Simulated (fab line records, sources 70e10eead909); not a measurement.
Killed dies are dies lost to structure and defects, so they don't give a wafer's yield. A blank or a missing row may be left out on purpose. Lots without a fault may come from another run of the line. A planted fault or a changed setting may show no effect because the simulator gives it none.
fab line records | flow nand_harc | part 1 of 2: steps 1 to 28 of 36
record lots=5 wafers=15 last_day=32
route steps=1302 shown P_GATE@119
lots that met no fault: from a run of the same line without faults
start_h: hours from the record's first day to the start of the lot's first wafer shown | wait_h: hours since the lot's step before | " the same as in the row above | L1.1+2: a row that stands for several wafers | - no value, or no start given | * or withheld: withheld | < > ~ a bound
route shown NAME@n: a module of which the file shows steps, and the number in the route of the first | usual: mean/standard deviation of fault-free wafers | same: alike in all rows | chamber/n: place in a boat | sites: the reading at each site | _std_site: their standard deviation | _edge_site: outer sites' mean less inner sites' | radius_mm: how far each site lies from the wafer's centre | mask NAME#n: copy n | behind: the tool/chamber that last shaped the wafer | hold: why the lot was held/for how many hours/how that ended | device: the transistor (n, p or np) that didn't switch | end of line: the same wafers' tests at the end of the route | a step without rows: its recipe alone | killed: dies lost to structure and defects at the first sort, not the wafer's yield | map: a wafer's dies, x killed, . not, _ none there
set.NAME: the setting as run; set.NAME@STEP: as run at that earlier step | model.NAME: the simulator's own value behind a step, which no gauge read
lots at some steps of the route; a table a step, a row a wafer
services: from which hour (start_h, from the record's first day; less than 0 if before it) a tool's chamber was out of use, for how many hours, and why
## steps
# step NHARC_P_GATE_EXPOSE_08
# recipe na=0.6 dose_mj=16.75 mask_id=P_HV
# columns lot.wafer tool chamber start_h wait_h mask
L077.4+5+6 krf_scanner-03 0 109.26 - P_HV#0
L078.3+5+6 krf_scanner-01 0 123.83 - P_HV#0
L082.2+3+6 krf_scanner-03 0 170.11 - P_HV#0
L090.3+4+5 krf_scanner-01 0 249.54 - P_HV#0
L094.1+4+6 krf_scanner-01 0 282.74 - P_HV#0
# step NHARC_P_GATE_PEB_09
# recipe peb_temp_c=118 peb_time_s=85
# same peb_time_s=85
# columns lot.wafer tool chamber start_h wait_h
L077.4+5+6 litho_track-05 0 109.32 0.0
L078.3+5+6 litho_track-02 0 123.88 0.1
L082.2+3+6 litho_track-05 0 170.17 0.1
L090.3+4+5 litho_track-02 0 249.60 0.1
L094.1+4+6 litho_track-07 0 282.81 0.1
# step NHARC_P_GATE_DEVELOP_10
# recipe time_s=70
# columns lot.wafer tool chamber start_h wait_h
L077.4+5+6 litho_track-05 0 - -
L078.3+5+6 litho_track-02 0 - -
L082.2+3+6 litho_track-05 0 - -
L090.3+4+5 litho_track-02 0 - -
L094.1+4+6 litho_track-07 0 - -
# step NHARC_P_GATE_CD_MEAS_11
# recipe target_cd_nm=1640 landing_energy_ev=500
# usual cd_nm=1639.3/2.2
# columns lot.wafer tool chamber start_h wait_h cd_nm
L077.4 cd_sem-03 0 109.41 - 1644.9
L077.5 " 0 " " 1642.6
L077.6 " 0 " " 1642.6
L078.3 cd_sem-01 0 123.98 - 1639.2
L078.5 " 0 " " 1643.8
L078.6 " 0 " " 1642.5
L082.2 cd_sem-03 0 170.26 - 1638.9
L082.3 " 0 " " 1640.7
L082.6 " 0 " " 1640.3
L090.3 cd_sem-02 0 249.69 - 1639.1
L090.4 " 0 " " 1640.2
L090.5 " 0 " " 1640.2
L094.1 cd_sem-01 0 282.90 - 1637.8
L094.4 " 0 " " 1637.7
L094.6 " 0 " " 1639.5
# step NHARC_P_GATE_HARDBAKE_12
# recipe temp_c=125 time_s=80
# columns lot.wafer tool chamber start_h wait_h
L077.4+5+6 litho_track-05 0 109.49 -
L078.3+5+6 litho_track-07 0 124.06 -
L082.2+3+6 litho_track-07 0 170.34 -
L090.3+4+5 litho_track-05 0 249.77 -
L094.1+4+6 litho_track-05 0 282.98 -
# step NHARC_P_GATE_DESCUM_13
# recipe time_s=3 o2_flow_sccm=200 ar_flow_sccm=0 bias_power_w=0 chemistry=O2
# usual drypump_motor_current_A=5.7/0.44 mfc_ar_sccm=0.005/0.0084 oes_product_au=1.002/0.01 rf_vpp_V=57.6/0.84 showerhead_plenum_p_Torr=1.85/0.054 throttle_valve_pct=11.311/0.01
# columns lot.wafer tool chamber start_h wait_h drypump_motor_current_A mfc_ar_sccm oes_product_au rf_hours_counter_h rf_vpp_V showerhead_plenum_p_Torr throttle_valve_pct
L077.4 rie_diel-06 1 109.58 - 5.5 0.012 1.019 8.2 56.4 1.88 11.315
L077.5 " 0 " " 5.9 0.014 0.985 - 57.9 1.86 11.324
L077.6 " 1 " " 5.5 0.012 1.011 - 56.2 1.88 11.308
L078.3 rie_diel-06 3 124.17 - 6.0 0 0.993 11.3 56.9 1.80 11.312
L078.5 " 0 " " 5.9 0.014 0.975 - 57.6 1.86 11.307
L078.6 " 1 " " 5.5 0.012 0.997 - 57.1 1.88 11.307
L082.3 rie_diel-04 3 170.43 - 5.1 0 1.004 5.6 57.5 1.98 11.322
L082.2 " 1 " " 5.3 0 0.999 6.5 57.5 1.86 11.310
L082.6 " 2 " " 6.6 0.028 0.990 - 58.4 1.79 11.308
L090.3 rie_diel-13 0 249.86 - 5.4 0 0.988 4.2 58.9 1.81 11.317
L090.4 " 3 " " 5.9 0 1.001 - 58.2 1.83 11.327
L090.5 " 0 " " 5.4 0 0.989 - 56.3 1.81 11.316
L094.1 rie_diel-06 2 283.09 - 6.3 0 0.991 7.2 58.6 1.80 11.312
L094.6 " 1 " " 5.5 0.012 1.011 - 58.2 1.87 11.317
L094.4 " 2 " " 6.3 0 1.003 - 56.9 1.80 11.310
# step NHARC_P_GATE_ETCH_14
# recipe target_depth_a=488 chemistry=dHF material=SiO2
# columns lot.wafer tool chamber start_h wait_h
L077.6+5+4 wet_bench-03 2,4,7 109.70 0.1
L078.3+6+5 wet_bench-03 1,3,4 124.28 0.1
L082.3+6+2 wet_bench-07 3,4,7 170.56 0.1
L090.4+5+3 wet_bench-03 4,6,1 250.01 0.1
L094.4+1+6 wet_bench-03 5,1,2 283.22 0.1
# step NHARC_P_GATE_STRIP_15
# recipe time_s=780 temp_c=130 chemistry=SPM
# columns lot.wafer tool chamber start_h wait_h
L077.6+5+4 wet_bench-03 2,4,7 109.74 0.0
L078.3+6+5 wet_bench-03 1,3,4 124.32 0.0
L082.3+6+2 wet_bench-07 3,4,7 170.61 0.0
L090.4+5+3 wet_bench-03 4,6,1 250.05 0.0
L094.4+1+6 wet_bench-03 5,1,2 283.26 0.0
# step NHARC_P_GATE_PRECLEAN_71
# recipe time_s=* temp_c=50 bath_age_min=0 chemistry=SC1
# usual sc1_h2o2_end_mol_l=0.3698/0.00071
# columns lot.wafer tool chamber start_h wait_h sc1_h2o2_end_mol_l
L077.6 wet_bench-03 2 - - 0.3708
L077.5 " 4 " " 0.3709
L077.4 " 7 " " 0.3706
L078.3 wet_bench-03 1 - - 0.3701
L078.6 " 3 " " 0.3691
L078.5 " 4 " " 0.3690
L082.3 wet_bench-07 3 - - 0.3697
L082.6 " 4 " " 0.3686
L082.2 " 7 " " 0.3695
L090.4 wet_bench-03 4 - - 0.3695
L090.5 " 6 " " 0.3713
L090.3 " 1 " " 0.3703
L094.4 wet_bench-03 5 - - 0.3688
L094.1 " 1 " " 0.3699
L094.6 " 2 " " 0.3697
# step NHARC_P_GATE_SRD_72
# columns lot.wafer tool chamber start_h wait_h
L077.6+5+4 wet_bench-03 2,4,7 - -
L078.3+6+5 wet_bench-03 1,3,4 - -
L082.3+6+2 wet_bench-07 3,4,7 - -
L090.4+5+3 wet_bench-03 4,6,1 - -
L094.4+1+6 wet_bench-03 5,1,2 - -
# step NHARC_P_GATE_OXIDE_16
# recipe target_thk_a=30 temp_c=875 ox_time_s=392 material=SiO2
# usual spike_tc_centre_C=875.0/1.6 spike_tc_upper_C=874.6/1.4
# columns lot.wafer tool chamber start_h wait_h spike_tc_centre_C spike_tc_upper_C
L077.4 furnace-04 0 113.45 - 874.2 873.4
L077.5 " 0 " " 873.8 874.8
L077.6 " 0 " " 874.1 874.2
L078.3 furnace-06 0 128.11 - 876.5 876.0
L078.5 " 0 " " 877.6 876.3
L078.6 " 0 " " 875.7 875.0
L082.2 furnace-02 0 174.03 - 876.0 874.5
L082.3 " 0 " " 878.4 873.3
L082.6 " 0 " " 874.2 876.3
L090.3 furnace-04 0 253.61 - 874.5 873.9
L090.4 " 0 " " 872.8 875.2
L090.5 " 0 " " 873.4 875.8
L094.1 furnace-04 0 286.82 - 873.1 874.6
L094.4 " 0 " " 875.4 873.4
L094.6 " 0 " " 872.2 876.1
# step NHARC_P_GATE_CVD_17
# recipe target_thk_a=1500 temp_c=620 time_s=900 material=poly-Si
# usual spike_tc_centre_C=620.7/1 spike_tc_upper_C=619.7/1.7
# columns lot.wafer tool chamber start_h wait_h spike_tc_centre_C spike_tc_upper_C
L077.4 lpcvd_poly-03 0 119.49 2.5 619.8 621.3
L077.5 " 0 " " 620.8 621.9
L077.6 " 0 " " 620.5 622.3
L078.3 lpcvd_poly-03 0 134.17 2.5 620.8 622.4
L078.5 " 0 " " 620.1 621.3
L078.6 " 0 " " 622.3 620.3
L082.2 lpcvd_poly-04 0 180.22 2.6 619.8 620.2
L082.3 " 0 " " 621.8 620.3
L082.6 " 0 " " 620.6 620.2
L090.3 lpcvd_poly-04 0 259.86 2.7 620.3 619.0
L090.4 " 0 " " 620.3 620.3
L090.5 " 0 " " 621.5 619.4
L094.1 lpcvd_poly-02 0 293.06 2.7 622.0 619.8
L094.4 " 0 " " 621.2 620.5
L094.6 " 0 " " 621.1 616.6
# step NHARC_P_GATE_HM_DEP_102
# recipe target_thk_a=1200 temp_c=400 material=aC
# usual susceptor_temp_C=399.98/0.25 throttle_valve_pct=35.000/0.0092
# columns lot.wafer tool chamber start_h wait_h susceptor_temp_C throttle_valve_pct
L077.4 acl_dep-02 0 126.60 4.9 - 34.994
L077.5 " 0 " " - 35.002
L077.6 " 0 " " - 34.997
L078.3 acl_dep-03 0 137.00 0.6 - 35.003
L078.5 " 0 " " - 35.005
L078.6 " 0 " " - 34.993
L082.2 acl_dep-02 0 182.94 0.5 - 34.994
L082.3 " 0 " " - 35.015
L082.6 " 0 " " - 34.986
L090.3 acl_dep-02 0 263.36 1.2 399.91 35.010
L090.4 " 0 " " 399.95 35.002
L090.5 " 0 " " 400.00 35.005
L094.1 acl_dep-03 0 296.75 1.4 - 35.007
L094.4 " 0 " " - 35.003
L094.6 " 0 " " - 34.992
# step NHARC_P_GATE_DEP_103
# recipe target_thk_a=300 target_thk_nm=30 temp_c=400 flow_sccm=200 rf_w=350 material=SiON
# usual heater_power_w=785/110 susceptor_temp_C=400.00/0.25
# columns lot.wafer tool chamber start_h wait_h heater_power_w susceptor_temp_C
L077.5 pecvd-04 1 127.02 0.2 687 399.77
L077.4 " 2 " " 788 399.84
L077.6 " 0 " " 862 400.04
L078.3 pecvd-04 1 137.51 0.4 678 400.05
L078.6 " 0 " " 935 400.03
L078.5 " 1 " " 657 400.25
L082.2 pecvd-03 0 183.49 0.4 786 400.16
L082.3 " 1 " " 933 399.66
L082.6 " 2 " " 719 399.75
L090.3 pecvd-01 2 263.88 0.4 738 399.79
L090.4 " 0 " " 686 400.06
L090.5 " 2 " " 738 400.13
L094.1 pecvd-04 1 297.40 0.5 762 400.73
L094.6 " 1 " " 759 400.35
L094.4 " 0 " " 924 399.85
# step NHARC_P_GATE_DEHYDRATE_18
# recipe temp_c=150 time_s=120
# columns lot.wafer tool chamber start_h wait_h
L077.4+5+6 litho_track-06 0 127.21 0.1
L078.3+5+6 litho_track-01 0 137.72 0.2
L082.2+3+6 litho_track-04 0 183.76 0.2
L090.3+4+5 litho_track-06 0 264.12 0.2
L094.1+4+6 litho_track-06 0 297.67 0.2
# step NHARC_P_GATE_HMDS_19
# recipe time_s=30
# columns lot.wafer tool chamber start_h wait_h
L077.4+5+6 litho_track-06 0 - -
L078.3+5+6 litho_track-01 0 - -
L082.2+3+6 litho_track-04 0 - -
L090.3+4+5 litho_track-06 0 - -
L094.1+4+6 litho_track-06 0 - -
# step NHARC_P_GATE_COAT_20
# recipe spin_rpm=1500 resist_thk_nm=90
# columns lot.wafer tool chamber start_h wait_h
L077.4+5+6 litho_track-06 0 - -
L078.3+5+6 litho_track-01 0 - -
L082.2+3+6 litho_track-04 0 - -
L090.3+4+5 litho_track-06 0 - -
L094.1+4+6 litho_track-06 0 - -
# step NHARC_P_GATE_SOFTBAKE_21
# recipe temp_c=105 time_s=55
# columns lot.wafer tool chamber start_h wait_h
L077.4+5+6 litho_track-06 0 - -
L078.3+5+6 litho_track-01 0 - -
L082.2+3+6 litho_track-04 0 - -
L090.3+4+5 litho_track-06 0 - -
L094.1+4+6 litho_track-06 0 - -
# step NHARC_P_GATE_EBR_22
# columns lot.wafer tool chamber start_h wait_h
L077.4+5+6 litho_track-06 0 - -
L078.3+5+6 litho_track-01 0 - -
L082.2+3+6 litho_track-04 0 - -
L090.3+4+5 litho_track-06 0 - -
L094.1+4+6 litho_track-06 0 - -
# step NHARC_P_GATE_EXPOSE_23
# recipe na=1.35 target_cd_nm=120 dose_mj=93.91 mask_id=P_GATE
# columns lot.wafer tool chamber start_h wait_h mask
L077.4+5+6 arfi_scanner-01 0 127.49 - P_GATE#0
L078.3+5+6 arfi_scanner-03 0 138.00 - P_GATE#0
L082.2+3+6 arfi_scanner-01 0 184.03 - P_GATE#0
L090.3+4+5 arfi_scanner-02 0 264.40 - P_GATE#0
L094.1+4+6 arfi_scanner-03 0 297.81 - P_GATE#0
# step NHARC_P_GATE_PEB_24
# recipe peb_temp_c=100 peb_time_s=65
# same peb_time_s=65
# columns lot.wafer tool chamber start_h wait_h
L077.4+5+6 litho_track-01 0 127.54 0.0
L078.3+5+6 litho_track-06 0 138.05 0.0
L082.2+3+6 litho_track-01 0 184.09 0.1
L090.3+4+5 litho_track-01 0 264.45 0.0
L094.1+4+6 litho_track-04 0 297.87 0.1
# step NHARC_P_GATE_DEVELOP_25
# recipe develop_time_s=35 dev_temp_c=23
# same develop_time_s=35
# columns lot.wafer tool chamber start_h wait_h
L077.4+5+6 litho_track-01 0 - -
L078.3+5+6 litho_track-06 0 - -
L082.2+3+6 litho_track-01 0 - -
L090.3+4+5 litho_track-01 0 - -
L094.1+4+6 litho_track-04 0 - -
# step NHARC_P_GATE_CD_MEAS_26
# recipe target_cd_nm=120 landing_energy_ev=500
# usual cd_nm=119.9/0.53
# columns lot.wafer tool chamber start_h wait_h cd_nm
L077.4 cd_sem-01 0 127.62 - 120.5
L077.5 " 0 " " 119.7
L077.6 " 0 " " 120.7
L078.3 cd_sem-01 0 138.13 - 120.3
L078.5 " 0 " " 120.3
L078.6 " 0 " " 119.8
L082.2 cd_sem-01 0 184.17 - 119.9
L082.3 " 0 " " 119.4
L082.6 " 0 " " 120.3
L090.3 cd_sem-02 0 264.53 - 119.6
L090.4 " 0 " " 120.4
L090.5 " 0 " " 120.3
L094.1 cd_sem-03 0 297.95 - 120.4
L094.4 " 0 " " 119.4
L094.6 " 0 " " 119.6
# step NHARC_P_GATE_OVL_MEAS_27
# usual overlay_x_nm=0.5/0.66 overlay_y_nm=0.2/0.76
# columns lot.wafer tool chamber start_h wait_h overlay_x_nm overlay_y_nm
L077.4 overlay-02 - 127.71 - 0.4 0.8
L077.5 " - " " -0.2 1.2
L077.6 " - " " -0.2 -0.1
L078.3 overlay-01 - 138.22 - 0.6 -0.5
L078.5 " - " " 0.4 -0.8
L078.6 " - " " -0.3 -0.8
L082.2 overlay-02 - 184.26 - 0.7 0.0
L082.3 " - " " 0.7 0.3
L082.6 " - " " 1.2 0.6
L090.3 overlay-01 - 264.62 - 1.3 0.0
L090.4 " - " " 1.6 0.3
L090.5 " - " " 1.7 0.2
L094.1 overlay-01 - 298.04 - -0.3 -0.1
L094.4 " - " " -0.3 -0.2
L094.6 " - " " -0.5 0.2
# step NHARC_P_GATE_INSPECT_28
# usual raw_defect_count=6/3.4
# columns lot.wafer tool chamber start_h wait_h raw_defect_count
L077.4 defect_inspect-01 - 127.74 0.0 7
L077.5 " - " " 14
L077.6 " - " " 8
L078.3 defect_inspect-01 - 138.26 0.0 2
L078.5 " - " " 2
L078.6 " - " " 4
L082.2 defect_inspect-01 - 184.29 0.0 5
L082.3 " - " " 5
L082.6 " - " " 5
L090.3 defect_inspect-02 - 264.65 0.0 3
L090.4 " - " " 7
L090.5 " - " " 3
L094.1 defect_inspect-02 - 298.08 0.0 8
L094.4 " - " " 5
L094.6 " - " " 2
# step NHARC_P_GATE_DESCUM_31
# recipe time_s=3 o2_flow_sccm=200 ar_flow_sccm=0 bias_power_w=0 chemistry=O2
# usual drypump_motor_current_A=5.6/0.43 mfc_ar_sccm=0.004/0.0081 oes_product_au=1.002/0.0097 rf_vpp_V=57.5/0.74 showerhead_plenum_p_Torr=1.84/0.047 throttle_valve_pct=11.311/0.0098
# columns lot.wafer tool chamber start_h wait_h drypump_motor_current_A mfc_ar_sccm oes_product_au rf_hours_counter_h rf_vpp_V showerhead_plenum_p_Torr throttle_valve_pct
L077.4 rie_diel-13 2 127.80 0.1 5.7 0 1.018 8.1 56.4 1.83 11.323
L077.6 " 2 " " 5.7 0 1.010 - 59.2 1.83 11.319
L077.5 " 3 " " 5.9 0 1.008 - 57.4 1.84 11.312
L078.3 rie_diel-04 0 138.34 0.1 5.5 0 1.014 3.2 57.8 1.90 11.316
L078.5 " 1 " " 5.3 0 1.005 - 57.8 1.86 11.291
L078.6 " 0 " " 5.5 0 1.015 - 58.2 1.90 11.310
L082.3 rie_diel-06 3 184.35 0.1 6.0 0 0.995 1.3 56.8 1.80 11.318
L082.2 " 2 " " 6.3 0 1.002 1.9 58.1 1.80 11.309
L082.6 " 0 " " 5.9 0.014 0.990 - 57.8 1.86 11.310
L090.4 rie_diel-04 0 264.72 0.1 5.4 0 1.002 5.1 57.9 1.89 11.313
L090.3 " 2 " " 6.6 0.028 1.011 4.9 57.1 1.79 11.325
L090.5 " 0 " " 5.5 0 1.003 - 57.4 1.89 11.320
L094.1 rie_diel-13 3 298.14 0.1 5.8 0 1.016 6.2 57.7 1.83 11.326
L094.4 " 2 " " 5.6 0 1.014 5.8 57.6 1.83 11.312
L094.6 " 3 " " 5.8 0 1.005 - 57.1 1.83 11.316
# step NHARC_P_GATE_ETCH_104
# recipe target_depth_a=600 time_s=withheld cf4_flow_sccm=100 chf3_flow_sccm=30 ar_flow_sccm=0 rf_w=500 bias_w=200 chemistry=CF4/CHF3
# usual cf4_flow_sccm=99.9/0.34 drypump_motor_current_A=5.6/0.45 mfc_ar_sccm=0.004/0.0083 oes_product_au=0.959/0.019 rf_vpp_V=368.9/1.6 showerhead_plenum_p_Torr=1.52/0.04 throttle_valve_pct=16.803/0.0088
# columns lot.wafer tool chamber start_h wait_h cf4_flow_sccm drypump_motor_current_A mfc_ar_sccm oes_product_au rf_vpp_V showerhead_plenum_p_Torr throttle_valve_pct
L077.4 rie_diel-13 1 127.89 0.1 99.9 5.1 0 0.973 368.7 1.51 16.799
L077.5 " 1 " " 99.7 5.0 0 0.973 369.7 1.51 16.803
L077.6 " 2 " " 100.1 5.7 0 0.967 368.4 1.51 16.803
L078.3 rie_diel-04 0 138.43 0.1 99.3 5.5 0 0.960 370.1 1.56 16.825
L078.6 " 2 " " 99.1 6.6 0.028 0.946 367.6 1.48 16.807
L078.5 " 0 " " 100.1 5.4 0 0.966 370.5 1.56 16.819
L082.3 rie_diel-06 1 184.44 0.1 100.1 5.5 0.012 0.997 369.1 1.54 16.810
L082.2 " 3 " " 100.6 6.0 0 0.951 367.9 1.49 16.792
L082.6 " 2 " " 99.6 6.3 0 0.976 368.6 1.49 16.809
L090.4 rie_diel-04 3 264.80 0.1 99.7 5.1 0 0.941 373.3 1.63 16.804
L090.3 " 1 " " 100.1 5.3 0 0.963 369.3 1.53 16.800
L090.5 " 2 " " 99.9 6.6 0.028 0.979 367.4 1.47 16.801
L094.1 rie_diel-13 3 298.23 0.1 100.4 5.9 0 0.969 368.9 1.51 16.799
L094.4 " 0 " " 99.9 5.4 0 0.959 368.0 1.49 16.813
L094.6 " 1 " " 99.7 5.1 0 0.966 367.8 1.51 16.803
# step NHARC_P_GATE_HM_OPEN_105
# recipe target_depth_a=3600 o2_flow_sccm=400 cos_flow_sccm=20 ar_flow_sccm=0 rf_w=500 bias_w=300 chemistry=O2/COS
# usual drypump_motor_current_A=5.6/0.43 mfc_ar_sccm=0.004/0.0081 oes_product_au=1.002/0.0094 rf_vpp_V=464.9/1.8 showerhead_plenum_p_Torr=3.02/0.077 throttle_valve_pct=28.329/0.0095
# columns lot.wafer tool chamber start_h wait_h drypump_motor_current_A mfc_ar_sccm oes_product_au rf_hours_counter_h rf_vpp_V showerhead_plenum_p_Torr throttle_valve_pct
L077.4 rie_diel-13 0 - - 5.4 0 0.992 9.0 462.7 2.96 28.320
L077.6 " 2 " " 5.7 0 1.007 - 463.9 2.99 28.323
L077.5 " 3 " " 5.9 0 1.008 - 464.2 3.00 28.346
L078.3 rie_diel-04 0 - - 5.5 0 1.012 3.2 465.6 3.10 28.336
L078.6 " 2 " " 6.6 0.028 1.000 - 463.8 2.93 28.347
L078.5 " 0 " " 5.5 0 1.008 - 467.1 3.10 28.331
L082.2 rie_diel-06 1 - - 5.5 0.012 1.013 2.4 465.7 3.06 28.358
L082.3 " 2 " " 6.3 0 0.996 2.0 463.4 2.95 28.316
L082.6 " 2 " " 6.3 0 0.996 - 463.7 2.95 28.327
L090.3 rie_diel-04 1 - - 5.3 0 0.999 4.8 466.3 3.04 28.324
L090.4 " 2 " " 6.6 0.028 1.001 4.9 461.9 2.93 28.322
L090.5 " 1 " " 5.3 0 0.997 - 465.8 3.04 28.311
L094.4 rie_diel-13 0 - - 5.4 0 1.002 6.1 463.3 2.96 28.310
L094.1 " 1 " " 5.1 0 1.001 5.3 464.2 3.00 28.315
L094.6 " 3 " " 5.9 0 1.006 - 464.1 3.00 28.324
